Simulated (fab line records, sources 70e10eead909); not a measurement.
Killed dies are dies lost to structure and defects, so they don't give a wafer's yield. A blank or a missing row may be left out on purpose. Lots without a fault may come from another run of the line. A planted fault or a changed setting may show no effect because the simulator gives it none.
fab line records | flow nand_harc
record lots=24 wafers=72 last_day=33
route steps=1302 shown A_CHANNEL_HOLE_D1@478 A_CHANNEL_HOLE_D2@591 A_CHANNEL_FILL_D2@612
lots that met no fault: from a run of the same line without faults
start_h: hours from the record's first day to the start of the lot's first wafer shown | wait_h: hours since the lot's step before | " the same as in the row above | L1.1+2: a row that stands for several wafers | - no value, or no start given | * or withheld: withheld | < > ~ a bound
route shown NAME@n: a module of which the file shows steps, and the number in the route of the first | usual: mean/standard deviation of fault-free wafers | same: alike in all rows | chamber/n: place in a boat | sites: the reading at each site | _std_site: their standard deviation | _edge_site: outer sites' mean less inner sites' | radius_mm: how far each site lies from the wafer's centre | mask NAME#n: copy n | behind: the tool/chamber that last shaped the wafer | hold: why the lot was held/for how many hours/how that ended | device: the transistor (n, p or np) that didn't switch | end of line: the same wafers' tests at the end of the route | a step without rows: its recipe alone | killed: dies lost to structure and defects at the first sort, not the wafer's yield | map: a wafer's dies, x killed, . not, _ none there
set.NAME: the setting as run; set.NAME@STEP: as run at that earlier step | model.NAME: the simulator's own value behind a step, which no gauge read
steps of the route over a sample of lots; a table a step, a row a wafer
services: from which hour (start_h, from the record's first day; less than 0 if before it) a tool's chamber was out of use, for how many hours, and why
## steps
# step NHARC_A_CHANNEL_HOLE_D1_ETCH_26
# recipe bias_v=300 source_w=2000 pressure_mtorr=30 time_s=224.1 ar_flow_sccm=375 c4f8_flow_sccm=11.4 o2_flow_sccm=113.6 temp_c=-20 target_depth_a=3000 chemistry=C4F8/O2/Ar
# usual drypump_motor_current_A=6.0/0.63 rf_fwd_power_W=1993/5 showerhead_plenum_p_Torr=3.73/0.064 throttle_valve_pct=24.585/0.01
# columns lot.wafer tool chamber start_h wait_h drypump_motor_current_A rf_fwd_power_W rf_hours_counter_h showerhead_plenum_p_Torr throttle_valve_pct
L074.1 har_etch-02 0 192.84 0.7 6.3 - 287 3.82 24.591
L074.6 " 0 " " 6.3 - - 3.82 24.578
L074.5 " 1 " " 5.0 - - 3.67 24.575
L075.2 har_etch-02 0 203.30 0.6 6.3 - 291 3.82 24.580
L075.3 " 1 " " 5.0 - - 3.67 24.576
L075.6 " 0 " " 6.3 - - 3.82 24.584
L076.2 har_etch-01 1 210.59 0.7 6.6 - 110 3.77 24.567
L076.4 " 0 " " 6.2 - - 3.77 24.586
L076.6 " 0 " " 6.2 - - 3.77 24.598
L078.1 har_etch-02 0 220.06 0.6 6.3 - 303 3.81 24.578
L078.4 " 1 " " 5.0 - - 3.66 24.580
L078.5 " 1 " " 5.0 - - 3.66 24.578
L077.1 har_etch-01 1 224.00 0.7 6.6 - 118 3.76 24.571
L077.6 " 1 " " 6.6 - - 3.76 24.592
L077.5 " 0 " " 6.1 - - 3.76 24.592
L079.1 har_etch-02 1 238.51 0.6 5.0 - 314 3.66 24.580
L079.3 " 1 " " 5.0 - - 3.66 24.576
L079.6 " 1 " " 5.0 - - 3.66 24.582
L080.1 har_etch-02 1 242.63 0.7 5.0 - 318 3.65 24.594
L080.2 " 0 " " 6.3 - 318 3.80 24.587
L080.6 " 1 " " 5.0 - - 3.65 24.600
L082.1 har_etch-01 1 256.16 0.7 6.7 - 133 3.75 24.569
L082.2 " 0 " " 6.2 - 133 3.75 24.603
L082.3 " 0 " " 6.2 - - 3.75 24.580
L081.1 har_etch-02 1 261.11 1.5 5.0 1996 326 3.65 24.590
L081.3 " 1 " " 5.0 2000 - 3.65 24.569
L081.4 " 1 " " 5.0 1992 - 3.65 24.572
L083.3 har_etch-01 1 274.32 0.5 6.6 - - 3.75 24.605
L083.4 " 0 " " 6.2 - - 3.75 24.595
L083.5 " 1 " " 6.6 - - 3.75 24.593
L084.2 har_etch-02 1 290.52 0.7 5.0 - 345 3.64 24.572
L084.3 " 1 " " 5.0 - - 3.64 24.580
L084.6 " 0 " " 6.3 - - 3.79 24.562
L086.1 har_etch-01 0 298.05 0.6 6.2 - 164 3.74 24.592
L086.4 " 0 " " 6.2 - - 3.73 24.573
L086.5 " 1 " " 6.7 - - 3.73 24.609
L085.1 har_etch-02 0 298.52 0.7 6.3 - 344 3.79 24.576
L085.4 " 1 " " 5.0 - - 3.63 24.592
L085.6 " 0 " " 6.3 - - 3.79 24.582
L088.1 har_etch-01 0 328.74 0.7 6.2 - 179 3.73 24.581
L088.5 " 0 " " 6.1 - - 3.73 24.594
L088.6 " 1 " " 6.7 - - 3.73 24.581
L087.2 har_etch-02 1 332.38 0.7 5.0 - 368 3.63 24.583
L087.4 " 1 " " 5.0 - - 3.63 24.587
L087.5 " 0 " " 6.3 - - 3.78 24.571
L089.4 har_etch-01 0 332.96 0.5 6.1 - - 3.72 24.607
L089.3 " 1 " " 6.6 - - 3.72 24.588
L089.5 " 0 " " 6.1 - - 3.72 24.592
L090.1 har_etch-02 1 340.70 0.7 5.0 - 375 3.62 24.597
L090.6 " 1 " " 5.0 - - 3.62 24.598
L090.5 " 0 " " 6.3 - - 3.77 24.594
L091.1 har_etch-01 0 351.27 0.7 6.2 - 195 3.72 24.580
L091.3 " 0 " " 6.1 - - 3.72 24.587
L091.4 " 1 " " 6.7 - - 3.72 24.585
L092.1 har_etch-01 1 363.44 0.7 6.6 - 202 3.71 24.584
L092.2 " 0 " " 6.2 - 202 3.71 24.572
L092.4 " 1 " " 6.6 - - 3.71 24.592
L093.2 har_etch-01 1 368.89 0.6 6.6 - 206 3.71 24.600
L093.4 " 0 " " 6.1 - - 3.71 24.589
L093.3 " 1 " " 6.6 - - 3.71 24.600
L094.3 har_etch-01 0 393.53 0.5 6.2 - - 3.71 24.571
L094.6 " 0 " " 6.1 - - 3.70 24.574
L094.5 " 1 " " 6.6 - - 3.70 24.577
L095.1 har_etch-01 0 397.63 0.7 6.2 - 221 3.70 24.607
L095.3 " 0 " " 6.1 - - 3.70 24.596
L095.4 " 1 " " 6.7 - - 3.70 24.592
L096.4 har_etch-01 1 402.05 0.5 6.7 - - 3.70 24.590
L096.5 " 1 " " 6.7 - - 3.70 24.597
L096.6 " 0 " " 6.2 - - 3.70 24.582
L097.1 har_etch-02 1 422.37 0.6 5.0 - 15 3.98 24.586
L097.4 " 0 " " 6.3 - - 3.75 24.572
L097.6 " 1 " " 5.0 - - 3.98 24.590
# step NHARC_A_CHANNEL_HOLE_D2_ETCH_19
# recipe bias_v=1200 source_w=2500 pressure_mtorr=15 time_s=34.5 ar_flow_sccm=375 c4f8_flow_sccm=28.8 o2_flow_sccm=96.2 temp_c=-20 target_depth_a=* chemistry=C4F8/O2/Ar
# usual drypump_motor_current_A=6.0/0.63 rf_fwd_power_W=2446/12 showerhead_plenum_p_Torr=3.73/0.1 throttle_valve_pct=37.038/0.0091
# columns lot.wafer tool chamber start_h wait_h drypump_motor_current_A rf_fwd_power_W rf_hours_counter_h showerhead_plenum_p_Torr throttle_valve_pct
L074.1 har_etch-01 0 298.97 0.1 6.2 2461 164 3.73 37.015
L074.5 " 0 " " 6.1 2470 - 3.73 37.031
L074.6 " 1 " " 6.7 2442 - 3.73 37.043
L075.2 har_etch-02 1 305.15 0.1 5.0 2459 353 3.63 37.031
L075.3 " 1 " " 5.0 2456 - 3.63 37.034
L075.6 " 0 " " 6.3 2434 - 3.78 37.043
L078.1 har_etch-02 0 320.65 0.1 6.3 2443 349 3.78 37.020
L078.4 " 1 " " 5.0 2446 - 3.63 37.042
L078.5 " 0 " " 6.3 2437 - 3.78 37.037
L076.2 har_etch-01 0 320.81 0.1 6.2 2462 172 3.73 37.046
L076.4 " 1 " " 6.7 2434 - 3.73 37.045
L076.6 " 0 " " 6.2 2473 - 3.73 37.050
L077.1 har_etch-02 0 332.77 1.5 6.3 2454 360 3.77 37.046
L077.6 " 0 " " 6.3 2459 - 3.77 37.045
L077.5 " 1 " " 5.0 2446 - 3.62 37.036
L079.1 har_etch-01 1 338.24 0.1 6.6 2446 187 3.72 37.028
L079.3 " 1 " " 6.7 2438 - 3.72 37.054
L079.6 " 1 " " 6.7 2434 - 3.72 37.021
L080.1 har_etch-02 0 344.29 0.1 6.3 2424 368 3.77 37.034
L080.2 " 1 " " 5.0 2441 376 3.62 37.039
L080.6 " 1 " " 5.0 2445 - 3.62 37.040
L082.1 har_etch-02 0 363.24 1.1 6.3 2438 379 3.76 37.036
L082.2 " 1 " " 5.0 2442 387 3.61 37.054
L082.3 " 0 " " 6.3 2440 - 3.76 37.042
L081.1 har_etch-02 0 367.39 1.3 6.3 2443 383 3.76 37.033
L081.3 " 0 " " 6.3 2437 - 3.76 37.041
L081.4 " 1 " " 5.0 2442 - 3.61 37.033
L083.4 har_etch-02 0 379.85 0.3 6.3 2433 - 3.76 37.049
L083.3 " 1 " " 5.0 2441 - 3.61 37.035
L083.5 " 1 " " 5.0 2432 - 3.61 37.042
L084.2 har_etch-02 1 401.91 0.1 5.0 2450 0 3.99 37.045
L084.3 " 0 " " 6.3 2444 - 3.76 37.037
L084.6 " 0 " " 6.3 2430 - 3.76 37.046
L085.1 har_etch-01 0 402.39 0.4 6.1 2465 225 3.70 37.041
L085.4 " 1 " " 6.6 2432 - 3.70 37.034
L085.6 " 0 " " 6.1 2467 - 3.70 37.039
L086.1 har_etch-02 0 406.08 4.0 6.3 2448 4 3.75 37.026
L086.4 " 0 " " 6.3 2456 - 3.75 37.034
L086.5 " 1 " " 5.0 2449 - 3.98 37.015
L088.1 har_etch-02 0 436.91 0.1 6.3 2437 19 3.74 37.036
L088.6 " 0 " " 6.3 2442 - 3.74 37.028
L088.5 " 1 " " 5.0 2454 - 3.97 37.027
L089.3 har_etch-01 0 438.03 0.7 6.1 2453 - 3.69 37.036
L089.4 " 1 " " 6.6 2429 - 3.69 37.033
L089.5 " 1 " " 6.7 2429 - 3.69 37.042
L087.2 har_etch-02 0 441.06 2.3 6.3 2432 23 3.74 37.033
L087.4 " 0 " " 6.3 2441 - 3.74 37.031
L087.5 " 0 " " 6.3 2437 - 3.74 37.040
L090.1 har_etch-01 0 446.98 0.1 6.1 2458 252 3.68 37.026
L090.5 " 0 " " 6.1 2449 - 3.68 37.034
L090.6 " 1 " " 6.7 2438 - 3.68 37.036
L091.1 har_etch-02 0 469.68 3.3 6.3 2437 38 3.73 37.037
L091.3 " 0 " " 6.3 2456 - 3.73 37.045
L091.4 " 1 " " 5.1 2440 - 3.96 37.042
L092.2 har_etch-01 1 470.56 4.0 6.7 2438 264 3.68 37.021
L092.1 " 0 " " 6.2 2456 264 3.68 37.033
L092.4 " 0 " " 6.1 2462 - 3.68 37.044
L093.2 har_etch-01 0 474.74 0.4 6.2 2455 267 3.67 37.036
L093.4 " 1 " " 6.7 2440 - 3.67 37.039
L093.3 " 0 " " 6.2 2459 - 3.67 37.036
L094.3 har_etch-01 1 500.17 0.1 6.7 2441 - 3.66 37.037
L094.5 " 0 " " 6.2 2467 - 3.66 37.029
L094.6 " 1 " " 6.7 2438 - 3.66 37.037
L095.1 har_etch-01 0 505.86 0.1 6.2 2469 287 3.66 37.035
L095.3 " 1 " " 6.6 2436 - 3.66 37.044
L095.4 " 0 " " 6.1 2474 - 3.66 37.050
L096.4 har_etch-02 0 507.83 1.6 6.3 2437 - 3.72 37.042
L096.5 " 0 " " 6.3 2427 - 3.72 37.037
L096.6 " 1 " " 5.0 2450 - 3.95 37.046
L097.1 har_etch-01 0 527.14 0.1 6.2 2470 298 3.66 37.054
L097.4 " 1 " " 6.7 2434 - 3.66 37.046
L097.6 " 1 " " 6.7 2433 - 3.66 37.041
# step NHARC_A_CHANNEL_HOLE_D2_ETCH_44
# recipe target_depth_a=1400 overetch_a=140 time_s=77 ion_energy_ev=100 cf4_flow_sccm=80 o2_flow_sccm=20 ar_flow_sccm=0 rf_w=300 bias_w=100 chemistry=CF4/O2
# usual drypump_motor_current_A=5.8/0.43 oes_product_au=0.999/0.0077 rf_fwd_power_W=297.5/1 rf_vpp_V=198.0/1.2 showerhead_plenum_p_Torr=1.34/0.049 throttle_valve_pct=13.397/0.0094
# columns lot.wafer tool chamber start_h wait_h drypump_motor_current_A oes_product_au rf_fwd_power_W rf_hours_counter_h rf_vpp_V showerhead_plenum_p_Torr throttle_valve_pct
L074.1 rie_diel-05 1 303.69 0.1 6.5 1.012 299.4 2.5 200.6 1.43 13.398
L074.6 " 1 " " 6.5 1.004 297.1 - 200.4 1.43 13.399
L074.5 " 2 " " 5.6 0.985 296.1 - 198.4 1.31 13.416
L075.3 rie_diel-05 0 309.87 0.1 6.1 1.005 296.3 3.3 197.7 1.29 13.393
L075.2 " 2 " " 5.6 0.989 296.6 3.0 197.8 1.32 13.393
L075.6 " 0 " " 6.1 0.992 295.9 - 198.0 1.29 13.389
L078.1 rie_diel-08 3 325.35 0.1 5.3 0.992 296.8 4.9 199.0 1.33 13.390
L078.4 " 0 " " 5.2 1.011 296.7 5.6 197.6 1.36 13.400
L078.5 " 3 " " 5.3 1.001 296.9 - 197.7 1.33 13.383
L076.4 rie_diel-12 2 325.52 0.1 5.8 0.992 296.9 4.2 197.4 1.34 13.416
L076.2 " 0 " " 5.8 0.993 296.9 2.0 196.7 1.25 13.400
L076.6 " 1 " " 5.5 0.984 298.6 - 198.8 1.43 13.404
L077.1 rie_diel-08 3 337.48 0.1 5.3 0.992 298.5 5.9 197.1 1.33 13.390
L077.6 " 3 " " 5.3 0.993 297.8 - 198.5 1.33 13.404
L077.5 " 0 " " 5.2 0.988 299.3 - 199.3 1.36 13.393
L079.3 rie_diel-08 1 342.93 0.0 6.4 1.010 298.3 7.0 199.2 1.31 13.408
L079.1 " 3 " " 5.3 1.001 297.0 6.0 198.0 1.33 13.389
L079.6 " 1 " " 6.4 0.996 297.1 - 197.1 1.31 13.407
L080.2 rie_diel-05 3 349.02 0.1 6.0 1.005 298.6 5.1 199.1 1.37 13.394
L080.1 " 0 " " 6.1 0.996 298.1 5.3 197.4 1.29 13.402
L080.6 " 3 " " 6.0 1.007 298.1 - 197.9 1.37 13.393
L082.1 rie_diel-05 2 367.95 0.1 5.6 0.993 297.1 6.6 195.7 1.31 13.404
L082.2 " 3 " " 6.0 1.007 297.8 6.8 199.9 1.37 13.379
L082.3 " 0 " " 6.1 0.998 296.6 6.7 196.8 1.29 13.401
L081.1 rie_diel-12 0 372.17 0.1 5.8 0.999 296.5 4.7 196.7 1.25 13.385
L081.3 " 1 " " 5.5 0.992 298.7 7.0 199.6 1.43 13.383
L081.4 " 0 " " 5.8 0.998 296.3 - 196.5 1.25 13.400
L083.3 rie_diel-05 0 384.60 0.1 6.1 0.998 296.7 9.6 198.1 1.29 13.393
L083.4 " 1 " " 6.5 1.001 297.7 8.9 198.9 1.42 13.397
L083.5 " 2 " " 5.6 0.979 296.9 - 197.3 1.31 13.407
L084.3 rie_diel-08 3 406.62 0.1 5.3 1.009 297.7 1.2 197.0 1.33 13.393
L084.2 " 2 " " 6.1 0.991 298.1 1.2 198.4 1.38 13.412
L084.6 " 3 " " 5.3 1.009 297.3 - 198.1 1.33 13.386
L085.1 rie_diel-12 0 407.12 0.1 5.8 1.003 297.6 7.1 195.4 1.25 13.421
L085.4 " 2 " " 5.7 1.004 298.4 7.5 197.4 1.34 13.407
L085.6 " 0 " " 5.9 0.998 297.8 - 195.9 1.25 13.405
L086.1 rie_diel-08 2 410.77 0.1 6.1 0.993 298.9 1.3 198.8 1.38 13.396
L086.4 " 3 " " 5.3 1.006 296.2 1.3 197.9 1.33 13.379
L086.5 " 2 " " 6.1 1.001 298.3 - 197.2 1.38 13.404
L088.1 rie_diel-08 2 441.62 0.1 6.1 1.005 298.7 2.8 199.4 1.38 13.395
L088.6 " 2 " " 6.1 0.995 298.2 - 197.1 1.38 13.395
L088.5 " 3 " " 5.3 1.006 298.1 - 198.0 1.33 13.391
L089.3 rie_diel-08 3 442.69 0.1 5.3 1.010 297.2 3.2 198.2 1.33 13.388
L089.4 " 0 " " 5.2 1.012 297.6 3.1 196.8 1.36 13.405
L089.5 " 1 " " 6.4 0.989 297.6 - 196.5 1.31 13.386
L087.2 rie_diel-08 3 445.78 0.1 5.3 1.010 298.4 3.3 197.4 1.33 13.385
L087.4 " 1 " " 6.4 0.986 297.9 2.9 196.4 1.31 13.397
L087.5 " 2 " " 6.1 1.003 297.8 - 198.5 1.38 13.389
L090.1 rie_diel-08 2 451.72 0.1 6.1 0.996 296.8 3.5 198.9 1.38 13.402
L090.5 " 2 " " 6.1 1.005 298.3 - 198.9 1.38 13.389
L090.6 " 3 " " 5.3 1.006 298.1 - 199.5 1.33 13.393
L091.4 rie_diel-08 2 474.42 0.1 6.1 1.004 297.3 4.4 198.6 1.38 13.391
L091.3 " 3 " " 5.3 1.010 297.1 5.0 199.7 1.33 13.395
L091.1 " 0 " " 5.2 1.003 296.2 4.9 198.6 1.36 13.397
L092.4 rie_diel-05 3 475.28 0.1 6.0 1.010 298.9 4.3 198.5 1.37 13.406
L092.1 " 0 " " 6.1 1.013 295.3 4.0 197.6 1.28 13.397
L092.2 " 2 " " 5.6 0.990 296.8 4.1 197.3 1.31 13.398
L093.2 rie_diel-08 3 479.47 0.1 5.3 1.005 296.2 5.2 197.9 1.33 13.407
L093.3 " 1 " " 6.4 0.995 297.4 4.4 196.1 1.31 13.391
L093.4 " 0 " " 5.2 0.992 298.4 - 198.6 1.36 13.419
L094.3 rie_diel-05 1 504.83 0.1 6.5 0.999 296.4 4.4 199.5 1.42 13.390
L094.5 " 3 " " 5.9 1.001 297.6 - 198.2 1.37 13.394
L094.6 " 0 " " 6.1 1.004 296.3 - 196.7 1.28 13.405
L095.3 rie_diel-05 0 510.61 0.1 6.0 0.988 295.9 4.8 196.4 1.28 13.398
L095.4 " 1 " " 6.5 0.992 298.3 4.5 200.2 1.42 13.402
L095.1 " 2 " " 5.6 0.991 294.9 4.9 197.5 1.31 13.413
L096.4 rie_diel-08 2 512.53 0.1 6.1 0.996 298.2 7.5 198.6 1.38 13.381
L096.6 " 1 " " 6.4 0.985 296.1 - 197.6 1.31 13.383
L096.5 " 2 " " 6.1 0.998 298.6 - 198.2 1.38 13.402
L097.4 rie_diel-12 1 531.84 0.1 5.5 0.999 298.3 4.0 199.2 1.43 13.399
L097.1 " 3 " " 5.7 0.997 297.5 4.5 195.6 1.26 13.396
L097.6 " 2 " " 5.8 1.001 296.3 - 197.8 1.33 13.404
# step NHARC_A_CHANNEL_FILL_D2_ALD_02
# recipe target_thk_a=60 pulse_time_s=10 ald_cycles=60 temp_c=300 material=SiO2
# usual heater_power_w=479/47 precursor_pulse_height_rel=1.001/0.021
# columns lot.wafer tool chamber start_h wait_h heater_power_w precursor_pulse_height_rel
L074.1 ald_hk-04 1 304.94 - 542 1.008
L074.6 " 0 " " 486 0.978
L074.5 " 1 " " 551 0.973
L075.3 ald_hk-04 0 311.13 - 474 0.969
L075.2 " 2 " " 456 1.010
L075.6 " 0 " " 481 0.997
L078.1 ald_hk-04 2 326.55 - 455 0.961
L078.4 " 3 " " 403 0.988
L078.5 " 3 " " 405 1.018
L076.4 ald_hk-04 1 326.99 - 538 0.998
L076.2 " 3 " " 411 0.990
L076.6 " 1 " " 540 0.989
L077.1 ald_hk-02 3 338.65 - 429 0.982
L077.5 " 3 " " 433 0.972
L077.6 " 0 " " 507 0.985
L079.3 ald_hk-04 0 344.17 - 481 0.999
L079.1 " 2 " " 452 1.025
L079.6 " 3 " " 404 1.030
L080.2 ald_hk-01 2 350.20 - 466 1.005
L080.1 " 0 " " 455 1.009
L080.6 " 3 " " 450 0.986
L082.2 ald_hk-02 2 369.12 - 531 1.004
L082.1 " 3 " " 450 0.993
L082.3 " 1 " " 498 1.017
L081.1 ald_hk-02 2 373.47 - 522 1.023
L081.4 " 3 " " 439 0.982
L081.3 " 1 " " 494 0.994
L083.3 ald_hk-02 1 385.76 - 502 1.001
L083.4 " 3 " " 449 1.025
L083.5 " 2 " " 537 1.004
L084.2 ald_hk-02 0 407.80 - 525 0.990
L084.3 " 1 " " 493 0.965
L084.6 " 1 " " 502 0.995
L085.1 ald_hk-04 0 408.29 - 485 0.988
L085.4 " 3 " " 411 0.987
L085.6 " 1 " " 567 1.002
L086.1 ald_hk-04 0 411.95 - 491 1.008
L086.4 " 2 " " 455 0.989
L086.5 " 0 " " 482 0.987
L088.1 ald_hk-02 0 443.01 - 510 1.039
L088.5 " 1 " " 498 1.043
L088.6 " 2 " " 535 1.006
L089.3 ald_hk-02 0 443.92 - 504 1.015
L089.4 " 2 " " 542 0.954
L089.5 " 0 " " 503 0.988
L087.4 ald_hk-01 1 448.56 - 439 0.987
L087.2 " 2 " " 466 1.015
L087.5 " 1 " " 444 1.025
L090.1 ald_hk-04 3 452.91 - 413 0.980
L090.5 " 3 " " 403 0.967
L090.6 " 0 " " 475 0.952
L091.1 ald_hk-02 3 476.07 - 452 0.997
L091.4 " 0 " " 518 1.001
L091.3 " 2 " " 541 1.004
L092.4 ald_hk-04 3 476.59 - 406 1.004
L092.2 " 0 " " 464 1.016
L092.1 " 1 " " 565 1.000
L093.2 ald_hk-04 2 480.81 - 463 1.040
L093.3 " 3 " " 405 0.986
L093.4 " 1 " " 540 1.004
L094.3 ald_hk-02 1 506.09 - 495 1.030
L094.5 " 0 " " 515 0.965
L094.6 " 1 " " 494 0.990
L095.1 ald_hk-04 1 511.78 - 552 0.987
L095.3 " 3 " " 389 1.035
L095.4 " 0 " " 476 0.990
L096.4 ald_hk-04 3 513.85 - 395 0.975
L096.6 " 1 " " 552 1.004
L096.5 " 2 " " 463 1.004
L097.1 ald_hk-04 3 533.16 - 405 0.988
L097.4 " 1 " " 582 0.997
L097.6 " 3 " " 408 1.020
# step NHARC_A_CHANNEL_FILL_D2_ALD_03
# recipe target_thk_a=60 pulse_time_s=60 ald_cycles=58 temp_c=630 pressure_torr=2 material=SiNx
# usual precursor_pulse_height_rel=0.998/0.019
# columns lot.wafer tool chamber start_h wait_h precursor_pulse_height_rel
L074.1 ald_sin_batch-01 0 - - 1.020
L074.5 " 0 " " 0.986
L074.6 " 0 " " 0.986
L075.2 ald_sin_batch-01 0 - - 0.959
L075.3 " 0 " " 1.007
L075.6 " 0 " " 0.965
L076.2 ald_sin_batch-03 0 - - 0.997
L076.4 " 0 " " 0.991
L076.6 " 0 " " 1.008
L078.1 ald_sin_batch-03 0 - - 0.989
L078.4 " 0 " " 1.007
L078.5 " 0 " " 1.018
L077.1 ald_sin_batch-01 0 - - 0.991
L077.5 " 0 " " 1.016
L077.6 " 0 " " 0.991
L079.1 ald_sin_batch-02 0 - - 0.969
L079.3 " 0 " " 1.043
L079.6 " 0 " " 1.021
L080.1 ald_sin_batch-02 0 - - 0.983
L080.2 " 0 " " 1.018
L080.6 " 0 " " 1.023
L082.1 ald_sin_batch-03 0 - - 0.968
L082.2 " 0 " " 0.980
L082.3 " 0 " " 0.984
L081.1 ald_sin_batch-03 0 - - 0.997
L081.3 " 0 " " 0.994
L081.4 " 0 " " 0.981
L083.3 ald_sin_batch-01 0 - - 0.960
L083.4 " 0 " " 1.006
L083.5 " 0 " " 1.013
L084.2 ald_sin_batch-02 0 - - 1.023
L084.3 " 0 " " 1.026
L084.6 " 0 " " 1.009
L085.1 ald_sin_batch-02 0 - - 0.989
L085.4 " 0 " " 1.020
L085.6 " 0 " " 0.988
L086.1 ald_sin_batch-02 0 - - 1.014
L086.4 " 0 " " 0.970
L086.5 " 0 " " 1.005
L088.1 ald_sin_batch-03 0 - - 1.011
L088.5 " 0 " " 0.981
L088.6 " 0 " " 1.011
L089.3 ald_sin_batch-03 0 - - 0.988
L089.4 " 0 " " 0.969
L089.5 " 0 " " 0.989
L087.2 ald_sin_batch-01 0 - - 1.017
L087.4 " 0 " " 1.006
L087.5 " 0 " " 1.021
L090.1 ald_sin_batch-01 0 - - 1.014
L090.5 " 0 " " 0.981
L090.6 " 0 " " 0.979
L091.1 ald_sin_batch-01 0 - - 0.999
L091.3 " 0 " " 1.003
L091.4 " 0 " " 0.996
L092.1 ald_sin_batch-01 0 - - 0.982
L092.2 " 0 " " 1.007
L092.4 " 0 " " 0.962
L093.2 ald_sin_batch-02 0 - - 0.997
L093.3 " 0 " " 0.967
L093.4 " 0 " " 0.954
L094.3 ald_sin_batch-03 0 - - 1.004
L094.5 " 0 " " 0.980
L094.6 " 0 " " 1.011
L095.1 ald_sin_batch-03 0 - - 0.949
L095.3 " 0 " " 0.995
L095.4 " 0 " " 0.989
L096.4 ald_sin_batch-03 0 - - 0.996
L096.5 " 0 " " 1.025
L096.6 " 0 " " 0.987
L097.1 ald_sin_batch-02 0 - - 1.025
L097.4 " 0 " " 1.018
L097.6 " 0 " " 0.982
# step NHARC_A_CHANNEL_FILL_D2_ALD_14
# recipe target_thk_a=25 pulse_time_s=10 ald_cycles=25 temp_c=300 material=SiO2
# usual heater_power_w=479/44 precursor_pulse_height_rel=0.996/0.02
# columns lot.wafer tool chamber start_h wait_h heater_power_w precursor_pulse_height_rel
L074.1 ald_hk-04 1 311.89 0.1 544 0.971
L074.5 " 0 " " 480 0.998
L074.6 " 1 " " 554 1.004
L075.2 ald_hk-02 3 318.11 0.1 430 1.005
L075.3 " 0 " " 511 0.969
L075.6 " 2 " " 573 0.997
L078.4 ald_hk-02 1 333.56 0.0 496 1.003
L078.1 " 3 " " 436 0.951
L078.5 " 2 " " 568 0.993
L076.4 ald_hk-01 0 333.60 0.1 451 1.047
L076.2 " 1 " " 436 0.996
L076.6 " 3 " " 450 0.947
L077.1 ald_hk-04 2 345.74 0.1 447 1.024
L077.5 " 1 " " 558 1.021
L077.6 " 2 " " 464 1.015
L079.3 ald_hk-01 3 351.10 0.1 450 0.955
L079.1 " 2 " " 468 1.032
L079.6 " 0 " " 457 1.010
L080.2 ald_hk-04 1 357.31 0.1 544 1.002
L080.1 " 2 " " 456 1.021
L080.6 " 0 " " 486 0.965
L082.1 ald_hk-01 1 377.35 1.3 438 0.950
L082.3 " 2 " " 462 0.988
L082.2 " 0 " " 456 1.025
L081.1 ald_hk-04 1 380.92 0.1 547 0.998
L081.4 " 2 " " 443 1.016
L081.3 " 3 " " 397 1.030
L083.4 ald_hk-02 1 392.76 0.0 509 0.999
L083.3 " 3 " " 457 1.011
L083.5 " 1 " " 497 1.012
L085.1 ald_hk-02 3 414.96 0.1 451 1.013
L085.4 " 0 " " 513 0.979
L085.6 " 2 " " 540 1.000
L084.2 ald_hk-01 0 414.97 0.1 461 0.994
L084.3 " 1 " " 447 0.976
L084.6 " 2 " " 467 0.971
L086.4 ald_hk-04 0 419.02 0.0 488 1.015
L086.1 " 3 " " 409 0.990
L086.5 " 0 " " 470 0.976
L088.1 ald_hk-01 1 449.81 0.0 446 0.983
L088.6 " 1 " " 452 1.025
L088.5 " 2 " " 463 0.995
L089.3 ald_hk-01 0 450.07 0.3 459 0.993
L089.4 " 1 " " 459 1.013
L089.5 " 0 " " 440 1.032
L087.2 ald_hk-02 3 455.69 0.1 452 0.949
L087.4 " 1 " " 498 0.966
L087.5 " 2 " " 541 0.994
L090.1 ald_hk-01 0 459.99 0.1 448 0.993
L090.5 " 2 " " 464 1.034
L090.6 " 3 " " 438 0.983
L091.4 ald_hk-04 1 483.56 0.1 553 0.993
L091.1 " 2 " " 456 0.990
L091.3 " 3 " " 388 1.017
L092.2 ald_hk-04 0 483.75 0.3 457 1.000
L092.4 " 1 " " 547 1.007
L092.1 " 3 " " 405 0.998
L093.3 ald_hk-02 2 490.09 2.3 534 1.004
L093.2 " 3 " " 444 1.040
L093.4 " 1 " " 493 1.032
L094.3 ald_hk-02 1 513.11 0.1 509 0.988
L094.5 " 3 " " 458 0.965
L094.6 " 0 " " 496 1.017
L095.1 ald_hk-02 0 519.24 0.0 512 0.983
L095.3 " 1 " " 498 0.995
L095.4 " 2 " " 543 1.001
L096.4 ald_hk-01 1 519.32 0.1 448 1.009
L096.5 " 3 " " 443 1.011
L096.6 " 0 " " 460 1.012
L097.4 ald_hk-04 1 540.49 0.1 570 0.975
L097.1 " 2 " " 460 0.997
L097.6 " 1 " " 571 1.033
## services
# columns tool chamber start_h hours kind
ald_hk-02 - 171.43 10.0 pm
rie_diel-08 0 180.13 13.4 repair
ald_sin_batch-03 - 188.70 8.7 repair
rie_diel-08 - 190.80 9.0 pm
rie_diel-08 2 219.48 1.5 repair
har_etch-02 - 222.22 0.6 repair
rie_diel-05 - 229.60 9.0 pm
rie_diel-08 1 241.61 2.8 repair
ald_hk-04 - 282.96 20.5 repair
ald_hk-01 - 302.35 10.0 pm
har_etch-02 - 309.72 2.8 repair
rie_diel-05 1 320.73 5.1 repair
rie_diel-05 2 322.31 4.4 repair
ald_hk-04 - 325.21 0.5 repair
rie_diel-08 0 355.88 5.6 repair
rie_diel-08 2 364.09 1.8 repair
rie_diel-08 - 367.80 9.0 pm
har_etch-02 - 384.03 17.0 pm
rie_diel-08 3 390.32 3.4 repair
ald_hk-04 - 425.84 0.6 repair
rie_diel-08 2 476.74 3.3 repair
rie_diel-08 1 500.14 6.8 repair
ald_hk-04 - 521.28 2.5 repair
ald_hk-02 - 529.24 10.0 pm
## key
fault none
